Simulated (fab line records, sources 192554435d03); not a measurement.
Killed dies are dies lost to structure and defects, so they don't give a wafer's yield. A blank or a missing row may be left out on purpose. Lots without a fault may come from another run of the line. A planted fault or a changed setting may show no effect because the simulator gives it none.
Which tool did it? | flow n5_finfet | 10 lots, 30 wafers sampled, at 5 steps of a route of 1938

WHAT THE GAUGES READ, wafer by wafer
N5_BEOL_M15_OVL_MEAS_11. Usual: V14_OVL 2 nm, standard deviation 4.6.
lot  | measured     | on         | V14_OVL (nm) | flag
L954 | day 11 09:49 | overlay-02 | 10 7 0       |
L955 | day 11 13:40 | overlay-01 | 7 10 4       |
L958 | day 11 19:58 | overlay-02 | 3 8 14       |
L957 | day 11 23:59 | overlay-02 | 3 -4 1       |
L959 | day 13 03:14 | overlay-02 | -2 9 6       |
L964 | day 13 21:56 | overlay-01 | 0 0 3        |
L961 | day 13 22:17 | overlay-01 | 2 9 2        |
L971 | day 16 01:03 | overlay-01 | -5 -1 2      |
L973 | day 16 04:02 | overlay-02 | -5 -2 -4     |
L975 | day 16 12:04 | overlay-02 | -1 -5 3      |

N5_PASSIVATION_CD_MEAS_10: target cd 3000 nm. Usual: cd_nm 3000.3 nm, standard deviation 1.6.
lot  | measured     | on        | cd_nm (nm)           | flag
L954 | day 11 20:47 | cd_sem-02 | 3001.5 3002.7 3000.4 |
L955 | day 12 01:40 | cd_sem-01 | 2999.6 2999.4 2998.5 |
L958 | day 12 07:40 | cd_sem-02 | 2999.1 3001.1 3001.4 |
L957 | day 12 11:13 | cd_sem-03 | 2999.7 2998.3 3002.0 |
L959 | day 13 21:41 | cd_sem-02 | 3001.3 3002.1 3000.5 |
L964 | day 14 16:44 | cd_sem-03 | 3000.5 3000.7 3001.4 |
L961 | day 14 16:46 | cd_sem-02 | 3002.3 3000.6 3000.7 |
L971 | day 16 15:10 | cd_sem-03 | 3007.0 3008.0 3009.0 | OFF
L973 | day 16 20:12 | cd_sem-02 | 3012.4 3009.0 3009.7 | OFF
L975 | day 17 00:46 | cd_sem-03 | 2998.4 2998.3 2997.3 |

WHICH TOOL RAN EACH LOT (tool, then ch and the chambers of the sampled wafers, then the start)
lot  | N5_BEOL_M15_ETCH_59                | N5_BEOL_M15_STRIP_64                          | N5_PASSIVATION_EXPOSE_07
L954 | rie_diel-03 ch 0,1,3, day 11 10:04 | rie_diel-03 ch 0,1,3, day 11 20:37 or earlier | krf_scanner-01 ch 0, day 11 20:37
L955 | rie_diel-03 ch 1,2,3, day 11 14:25 | rie_diel-03 ch 1,2,3, day 12 01:29 or earlier | krf_scanner-02 ch 0, day 12 01:29
L958 | rie_diel-01 ch 1,2, day 11 20:04   | rie_diel-01 ch 1,2, day 12 07:30 or earlier   | krf_scanner-02 ch 0, day 12 07:30
L957 | rie_diel-04 ch 0,1,3, day 12 00:05 | rie_diel-04 ch 0,1,3, day 12 11:03 or earlier | krf_scanner-02 ch 0, day 12 11:03
L959 | rie_diel-03 ch 0,1, day 13 03:41   | rie_diel-03 ch 0,1, day 13 21:31 or earlier   | krf_scanner-02 ch 0, day 13 21:31
L964 | rie_diel-01 ch 2,3, day 13 22:40   | rie_diel-01 ch 2,3, day 14 16:34 or earlier   | krf_scanner-01 ch 0, day 14 16:34
L961 | rie_diel-04 ch 0,1,3, day 13 23:15 | rie_diel-04 ch 0,1,3, day 14 16:35 or earlier | krf_scanner-01 ch 0, day 14 16:35
L971 | rie_diel-01 ch 0,2, day 16 01:08   | rie_diel-01 ch 0,2, day 16 14:59 or earlier   | krf_scanner-02 ch 0, day 16 14:59
L973 | rie_diel-04 ch 1,2,3, day 16 04:07 | rie_diel-04 ch 1,2,3, day 16 20:01 or earlier | krf_scanner-02 ch 0, day 16 20:01
L975 | rie_diel-01 ch 0,1,2, day 16 12:26 | rie_diel-01 ch 0,1,2, day 17 00:36 or earlier | krf_scanner-01 ch 0, day 17 00:36
- N5_BEOL_M15_ETCH_59: etches BARC in N2/H2, target depth 89 nm, overetch 26.7 nm, time 67.9 s.
- N5_BEOL_M15_STRIP_64: strips in O2.
- N5_PASSIVATION_EXPOSE_07: exposes mask TV, defocus 0 nm, target cd 3000 nm.

WHAT THE TOOLS THEMSELVES READ (means of the sampled wafers that have a number; where no wafer has one, the mark that the record gives instead)
N5_BEOL_M15_ETCH_59. Usual: drypump_motor_current_A 5.5 A, standard deviation 0.42; oes_product_au 0.70 a.u., standard deviation 0.051; rf_fwd_power_W 833 W, standard deviation 3.7; rf_vpp_V 524.7 V, standard deviation 2.7; showerhead_plenum_p_Torr 2.57 Torr, standard deviation 0.094; throttle_valve_pct 17.83 %, standard deviation 0.19.
lot  | tool        | drypump_motor_current_A (A) | oes_product_au (a.u.) | rf_fwd_power_W (W) | rf_vpp_V (V) | showerhead_plenum_p_Torr (Torr) | throttle_valve_pct (%) | flag
L954 | rie_diel-03 | 5.3                         | 0.74                  | 833                | 525.3        | 2.59                            | 17.85                  |
L955 | rie_diel-03 | 5.3                         | 0.71                  | 831                | 525.0        | 2.57                            | 17.99                  |
L958 | rie_diel-01 | 5.7                         | 0.76                  | 830                | 525.0        | 2.56                            | 17.60                  |
L957 | rie_diel-04 | 6.0                         | 0.70                  | 833                | 521.7        | 2.49                            | 17.75                  |
L959 | rie_diel-03 | 5.5                         | 0.74                  | 832                | 526.8        | 2.66                            | 17.75                  |
L964 | rie_diel-01 | 5.5                         | 0.74                  | 833                | 523.7        | 2.52                            | 17.77                  |
L961 | rie_diel-04 | 6.0                         | 0.68                  | 831                | 521.7        | 2.48                            | 17.77                  |
L971 | rie_diel-01 | 5.2                         | 0.70                  | 835                | 525.0        | 2.61                            | 17.94                  |
L973 | rie_diel-04 | 6.0                         | 0.75                  | 831                | 525.8        | 2.58                            | 17.64                  |
L975 | rie_diel-01 | 5.5                         | 0.69                  | 833                | 525.9        | 2.61                            | 17.76                  |

N5_BEOL_M15_STRIP_64. Usual: drypump_motor_current_A 5.5 A, standard deviation 0.42; oes_product_au 0.83 a.u., standard deviation 0.063; rf_vpp_V 3.7 V, standard deviation 0.5; showerhead_plenum_p_Torr 2.12 Torr, standard deviation 0.08; throttle_valve_pct 16.63 %, standard deviation 0.19.
lot  | tool        | drypump_motor_current_A (A) | oes_product_au (a.u.) | rf_vpp_V (V) | showerhead_plenum_p_Torr (Torr) | throttle_valve_pct (%) | flag
L954 | rie_diel-03 | 5.3                         | 0.87                  | 3.5          | 2.13                            | 16.67                  |
L955 | rie_diel-03 | 5.3                         | 0.82                  | 4.2          | 2.12                            | 16.81                  |
L958 | rie_diel-01 | 5.7                         | 0.90                  | 3.5          | 2.11                            | 16.37                  |
L957 | rie_diel-04 | 6.0                         | 0.82                  | 3.4          | 2.05                            | 16.55                  |
L959 | rie_diel-03 | 5.4                         | 0.87                  | 3.7          | 2.20                            | 16.59                  |
L964 | rie_diel-01 | 5.5                         | 0.86                  | 3.8          | 2.07                            | 16.52                  |
L961 | rie_diel-04 | 6.0                         | 0.79                  | 3.6          | 2.05                            | 16.58                  |
L971 | rie_diel-01 | 5.2                         | 0.82                  | 3.1          | 2.16                            | 16.66                  |
L973 | rie_diel-04 | 6.0                         | 0.88                  | 3.9          | 2.14                            | 16.49                  |
L975 | rie_diel-01 | 5.5                         | 0.82                  | 3.1          | 2.16                            | 16.53                  |

N5_PASSIVATION_EXPOSE_07. Usual: exposure_dose_mJ_cm2 22.756, standard deviation 0.022.
lot  | tool           | exposure_dose_mJ_cm2 | flag
L954 | krf_scanner-01 | 22.777               |
L955 | krf_scanner-02 | 22.748               |
L958 | krf_scanner-02 | 22.754               |
L957 | krf_scanner-02 | 22.775               |
L959 | krf_scanner-02 | 22.745               |
L964 | krf_scanner-01 | 22.763               |
L961 | krf_scanner-01 | 22.764               |
L971 | krf_scanner-02 | 23.791               | OFF
L973 | krf_scanner-02 | 23.748               | OFF
L975 | krf_scanner-01 | 22.776               |

THE ANSWER, worked out from the rows above alone
Rule: a lot is off if the mean of its wafers that have a number lies more than 3 standard deviations from the usual mean. A lot without any number at a reading at which 4 lots or more have one is off too. The other lots that the step has rows for count as sound. The gauges are gone through in route order, then the tools' own readings, and for those a lot's mean is taken as printed above. The first step at which some lot is off is used, and at that step the reading that is off furthest; a lot without a number counts as furthest.
Off: L971, L973, at N5_PASSIVATION_CD_MEAS_10 (cd_nm).
A tool fits if, at a process step before that reading, it ran every lot that is off, and no sound lot after the first of them. The gauges at N5_PASSIVATION_CD_MEAS_10 aren't tried: what is off there is off at N5_PASSIVATION_EXPOSE_07 too, on other tools, and a gauge's error can't cause that. N5_BEOL_M15_STRIP_64 gives no start for some lots, so the hours and the order of its lots are those of N5_PASSIVATION_EXPOSE_07. One fits: krf_scanner-02 at N5_PASSIVATION_EXPOSE_07. Its last sound lot is L959 (day 13 21:31), its first lot that is off L971 (day 16 14:59): a fault that began between those two fits.
The tool's own readings at N5_PASSIVATION_EXPOSE_07 bear it out: on the lots that are off they differ by more than 5 times the standard deviation of the sound lots' means. exposure_dose_mJ_cm2 reads 23.770 there against 22.763 on the sound lots.

WHAT THE SIMULATOR HAD PUT IN
Process parameter drift: krf_scanner-02, from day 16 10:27 on, at N5_PASSIVATION_EXPOSE_07. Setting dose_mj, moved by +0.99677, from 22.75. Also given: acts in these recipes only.
Lots struck among those shown: L971, L973. The rule above found the same.
